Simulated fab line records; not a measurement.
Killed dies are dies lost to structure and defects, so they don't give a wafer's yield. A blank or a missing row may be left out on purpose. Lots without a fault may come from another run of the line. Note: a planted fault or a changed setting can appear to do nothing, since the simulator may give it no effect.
Matching of chambers | flow n5-finfet | rie-diel-02 running N5_ZERO_LAYER_DESCUM_16: 4 sister chambers
The step chemistry O2, time 7.9 s. 20 wafers are shown with their chamber, then 10 later ones without.

== WAFERS PAIRED WITH THEIR CHAMBERS ==
wafer  | chamber | throttle-valve-pct (%) | showerhead-plenum-p-Torr (Torr) | drypump-motor-current-A (A)
L075.1 | 1       | 20.86                  | 2.03                            | 5.7
L075.2 | 2       | 20.61                  | 1.97                            | 5.7
L075.4 | 2       | 20.62                  | 1.97                            | 5.7
L076.2 | 2       | 20.61                  | 1.97                            | 5.7
L076.3 | 1       | 20.87                  | 2.03                            | 5.7
L076.4 | 0       | 20.04                  | 2.16                            | 6.7
L081.2 | 2       | 20.63                  | 1.96                            | 5.7
L081.3 | 0       | 20.06                  | 2.16                            | 6.6
L081.5 | 1       | 20.86                  | 2.03                            | 5.7
L083.4 | 2       | 20.62                  | 1.96                            | 5.7
L083.5 | 2       | 20.63                  | 1.96                            | 5.7
L083.6 | 1       | 20.90                  | 2.03                            | 5.7
L086.2 | 2       | 20.64                  | 1.96                            | 5.7
L086.5 | 3       | 20.04                  | 1.99                            | 5.8
L086.6 | 0       | 20.07                  | 2.16                            | 6.7
L091.1 | 0       | 20.09                  | 2.15                            | 6.6
L091.2 | 3       | 20.07                  | 1.99                            | 5.9
L091.4 | 1       | 20.90                  | 2.02                            | 5.8
L093.1 | 0       | 20.11                  | 2.15                            | 6.7
L093.5 | 0       | 20.09                  | 2.15                            | 6.7

SIGNATURES (averages over the wafers above)
reading                  | chamber 0 | chamber 1 | chamber 2 | chamber 3 | scatter within a chamber
throttle-valve-pct       | 20.0767   | 20.8780   | 20.6229   | 20.0550   | 0.0194
showerhead-plenum-p-Torr | 2.1550    | 2.0280    | 1.9643    | 1.9900    | 0.00501
drypump-motor-current-A  | 6.667     | 5.720     | 5.700     | 5.850     | 0.0406
Rule: for a wafer and a chamber, the distance is found by dividing, reading by reading, the gap between the wafer's reading and the chamber's mean by the reading's scatter, squaring, summing and taking the root. If the next closest chamber is less than 2 further off than the closest, the wafer can't be placed; otherwise it belongs to the closest. How the scatter is found: for the shown wafers, subtract from each reading the mean of its chamber, square and add these, divide the total by (wafers less chambers), then take the root.

== WAFERS WHOSE CHAMBER IS MISSING ==
wafer  | throttle-valve-pct (%) | showerhead-plenum-p-Torr (Torr) | drypump-motor-current-A (A)
L093.6 | 20.08                  | 1.99                            | 5.8
L094.2 | 20.66                  | 1.96                            | 5.7
L094.3 | 20.09                  | 2.15                            | 6.7
L094.5 | 20.66                  | 1.96                            | 5.7
L095.1 | 20.08                  | 1.99                            | 5.8
L095.2 | 20.92                  | 2.02                            | 5.7
L095.4 | 20.12                  | 2.15                            | 6.6
L097.2 | 20.11                  | 2.15                            | 6.6
L097.4 | 20.92                  | 2.02                            | 5.7
L097.5 | 20.10                  | 2.15                            | 6.6

== WHICH CHAMBER EACH WENT THROUGH ==
wafer  | from the rows above | in truth
L093.6 | 3                   | 3
L094.2 | 2                   | 2
L094.3 | 0                   | 0
L094.5 | 2                   | 2
L095.1 | 3                   | 3
L095.2 | 1                   | 1
L095.4 | 0                   | 0
L097.2 | 0                   | 0
L097.4 | 1                   | 1
L097.5 | 0                   | 0
Placed correctly: 10 of 10. Not placeable from these rows: 0. Wrongly placed: 0.
